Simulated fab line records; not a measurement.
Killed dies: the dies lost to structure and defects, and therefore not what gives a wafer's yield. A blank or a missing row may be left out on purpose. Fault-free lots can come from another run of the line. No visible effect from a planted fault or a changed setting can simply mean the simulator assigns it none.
Lot-split experiment / flow n5 finfet / route with 1938 steps; 7 lots, 21 wafers read

ABOUT THE SPLIT
At N5_SD_ACTIVATION_LSA_01 (time 0.0008 s), the setting temp c was moved away from the recipe's 1080 C on 8 of the 21 wafers read, by -2.8% to +3.1%. For the rest of the wafers, this setting stayed at what the recipe calls for.

There is no step in the file separating the split from the reading.

THE READING
RS_SD_N, in ohm/sq, at N5_SD_ACTIVATION_RS_MEAS_03 (measures by four-point-probe). Fault-free wafers of this fab line usually give 22.0 ohm/sq, standard deviation 0.33 ohm/sq.

wafer=L077.2; tool, chamber at the split=laser anneal-02, 0; temp c as run, C=1060; against the recipe=-1.9%; RS_SD_N, ohm/sq=23.9; against lot-mates on the recipe=+2.2
wafer=L077.3; tool, chamber at the split=laser anneal-02, 0; temp c as run, C=1080; against the recipe=recipe; RS_SD_N, ohm/sq=21.7; against lot-mates on the recipe=-
wafer=L077.5; tool, chamber at the split=laser anneal-02, 0; temp c as run, C=1060; against the recipe=-1.9%; RS_SD_N, ohm/sq=23.7; against lot-mates on the recipe=+2.0
wafer=L079.2; tool, chamber at the split=laser anneal-02, 0; temp c as run, C=1080; against the recipe=recipe; RS_SD_N, ohm/sq=22.1; against lot-mates on the recipe=-
wafer=L079.4; tool, chamber at the split=laser anneal-02, 0; temp c as run, C=1061; against the recipe=-1.8%; RS_SD_N, ohm/sq=23.7; against lot-mates on the recipe=+1.5
wafer=L079.6; tool, chamber at the split=laser anneal-02, 0; temp c as run, C=1080; against the recipe=recipe; RS_SD_N, ohm/sq=22.3; against lot-mates on the recipe=-
wafer=L081.4; tool, chamber at the split=laser anneal-02, 0; temp c as run, C=1080; against the recipe=recipe; RS_SD_N, ohm/sq=22.0; against lot-mates on the recipe=-
wafer=L081.5; tool, chamber at the split=laser anneal-02, 0; temp c as run, C=1064; against the recipe=-1.5%; RS_SD_N, ohm/sq=23.2; against lot-mates on the recipe=+1.2
wafer=L081.6; tool, chamber at the split=laser anneal-02, 0; temp c as run, C=1064; against the recipe=-1.5%; RS_SD_N, ohm/sq=23.6; against lot-mates on the recipe=+1.6
wafer=L083.2; tool, chamber at the split=laser anneal-02, 0; temp c as run, C=1080; against the recipe=recipe; RS_SD_N, ohm/sq=22.3; against lot-mates on the recipe=-
wafer=L083.3; tool, chamber at the split=laser anneal-02, 0; temp c as run, C=1080; against the recipe=recipe; RS_SD_N, ohm/sq=22.4; against lot-mates on the recipe=-
wafer=L083.5; tool, chamber at the split=laser anneal-02, 0; temp c as run, C=1080; against the recipe=recipe; RS_SD_N, ohm/sq=22.1; against lot-mates on the recipe=-
wafer=L084.1; tool, chamber at the split=laser anneal-02, 0; temp c as run, C=1050; against the recipe=-2.8%; RS_SD_N, ohm/sq=25.1; against lot-mates on the recipe=+3.1
wafer=L084.4; tool, chamber at the split=laser anneal-02, 0; temp c as run, C=1080; against the recipe=recipe; RS_SD_N, ohm/sq=22.0; against lot-mates on the recipe=-
wafer=L084.6; tool, chamber at the split=laser anneal-02, 0; temp c as run, C=1050; against the recipe=-2.8%; RS_SD_N, ohm/sq=25.2; against lot-mates on the recipe=+3.2
wafer=L090.3; tool, chamber at the split=laser anneal-01, 0; temp c as run, C=1080; against the recipe=recipe; RS_SD_N, ohm/sq=21.8; against lot-mates on the recipe=-
wafer=L090.4; tool, chamber at the split=laser anneal-01, 0; temp c as run, C=1080; against the recipe=recipe; RS_SD_N, ohm/sq=22.1; against lot-mates on the recipe=-
wafer=L090.5; tool, chamber at the split=laser anneal-01, 0; temp c as run, C=1113; against the recipe=+3.1%; RS_SD_N, ohm/sq=18.7; against lot-mates on the recipe=-3.3
wafer=L092.1; tool, chamber at the split=laser anneal-02, 0; temp c as run, C=1080; against the recipe=recipe; RS_SD_N, ohm/sq=22.5; against lot-mates on the recipe=-
wafer=L092.2; tool, chamber at the split=laser anneal-02, 0; temp c as run, C=1080; against the recipe=recipe; RS_SD_N, ohm/sq=22.6; against lot-mates on the recipe=-
wafer=L092.4; tool, chamber at the split=laser anneal-02, 0; temp c as run, C=1080; against the recipe=recipe; RS_SD_N, ohm/sq=22.3; against lot-mates on the recipe=-

FIT RESULTS
A straight line over all 21 wafers: RS_SD_N changes by -1.03 ohm/sq for each +1% of temp c; r = -0.98; the points scatter about the line by 0.27 ohm/sq.
The same after taking each lot's own level away (the mean of its wafers on the recipe; 21 wafers): -1.08 ohm/sq for each +1%; r = -0.99; scatter 0.17 ohm/sq.
On that fit, the largest move of temp c shifts the reading by 3.3 ohm/sq.
From 21.70 to 22.47 ohm/sq: that is the span of the lots' own levels, equal to 2.3 times the standard deviation above.
Hence the lot-to-lot level has little effect on the slope; both slopes agree.
Check: for one of the wafers moved furthest among these (+3.1%), held out of the fit, the line's prediction against its lot-mates is -3.34 ohm/sq. Against them it came out at -3.25 ohm/sq.
Tool readings at the split's step, against how far the setting was moved: wafer_temp_C_max r = +1.00.

OTHER SPLITS APPLIED TO THESE WAFERS
Note: prior to the reading, these wafers also went through further splits. Each is held against what the fit with the lots' levels taken away leaves over:
other split on the same wafers=N5_ZERO_LAYER_DEVELOP_10 develop time s; wafers away from the commonest value=6; r with RS_SD_N (lot level and that fit taken away)=-0.13
other split on the same wafers=N5_PMOS_HMC_CHANNEL_EPI_EXPOSE_06 dose mj; wafers away from the commonest value=5; r with RS_SD_N (lot level and that fit taken away)=+0.22
other split on the same wafers=N5_PMOS_HMC_CHANNEL_EPI_DESCUM_14 time s; wafers away from the commonest value=8; r with RS_SD_N (lot level and that fit taken away)=+0.34
other split on the same wafers=N5_FIN_CUT_CUT_ETCH_15 time s; wafers away from the commonest value=8; r with RS_SD_N (lot level and that fit taken away)=-0.09
other split on the same wafers=N5_DUMMY_GATE_ETCH_37 source w; wafers away from the commonest value=6; r with RS_SD_N (lot level and that fit taken away)=-0.13
other split on the same wafers=N5_DUMMY_GATE_ETCH_31 target depth a; wafers away from the commonest value=5; r with RS_SD_N (lot level and that fit taken away)=-0.04
other split on the same wafers=N5_SD_EPI_P_EPI_21 time s; wafers away from the commonest value=4; r with RS_SD_N (lot level and that fit taken away)=+0.20

THE WHOLE CHAIN: every reading that the file lists as answering this split, in the file's order
step=N5_SD_ACTIVATION_LSA_01; what it does=time 0.0008 s; reading=wafer_temp_C_max; change (the file's fit)=withheld for each +1% of the setting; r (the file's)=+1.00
step=N5_SD_ACTIVATION_RS_MEAS_03; what it does=measures by four-point-probe; reading=RS_SD_N; change (the file's fit)=-1.06 for each +1% of the setting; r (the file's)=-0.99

THE FILE'S OWN FIT
RS_SD_N changes by -1.06 ohm/sq for each +1% of temp c, r = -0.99.
